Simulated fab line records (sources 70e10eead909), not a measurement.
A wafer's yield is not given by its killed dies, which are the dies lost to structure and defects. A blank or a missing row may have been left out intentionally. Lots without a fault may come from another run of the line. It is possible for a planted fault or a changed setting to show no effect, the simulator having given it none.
Matching of chambers	flow nand harc	NHARC_A_CHANNEL_FILL_D2_ALD_16 on ald hk-01 has 4 sister chambers
The step deposits SiO2, target thk 1.5 nm, pulse time 10 s, ald cycles 15. 4 wafers are shown with their chamber, then 9 later ones without.

## EACH WAFER AND ITS CHAMBER
wafer	chamber	heater power w (W)
L084.4	2	507
L085.6	1	486
L089.2	0	457
L089.5	3	525

## WAFERS WHOSE CHAMBER IS MISSING
wafer	heater power w (W)
L094.1	518
L094.2	454
L094.3	479
L096.1	487
L096.4	464
L096.6	481
L097.1	504
L097.3	493
L097.5	514

## WHICH CHAMBER EACH ONE RAN IN
wafer	from the rows above	in truth
L094.1	can't be placed: 3 or 2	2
L094.2	0	0
L094.3	1	1
L096.1	1	1
L096.4	0	0
L096.6	1	1
L097.1	2	2
L097.3	can't be placed: 1 or 2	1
L097.5	can't be placed: 2 or 3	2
6 of 9 placed correctly. Not placeable from these rows: 3 (in 3, the candidates include the true chamber). Wrongly placed: 0.
How it was worked out, from the rows above alone: a wafer's distance from a chamber is the root of the sum, over the readings, of the square of ((its reading less the chamber's mean) divided by the reading's scatter). The wafer belongs to the nearest chamber; if the next one is less than 2 further off, it can't be placed. Each chamber's mean is taken over the wafers shown for it. The scatter: root of mean squared gap, hidden wafer to nearest shown wafer, with one shown wafer a chamber.
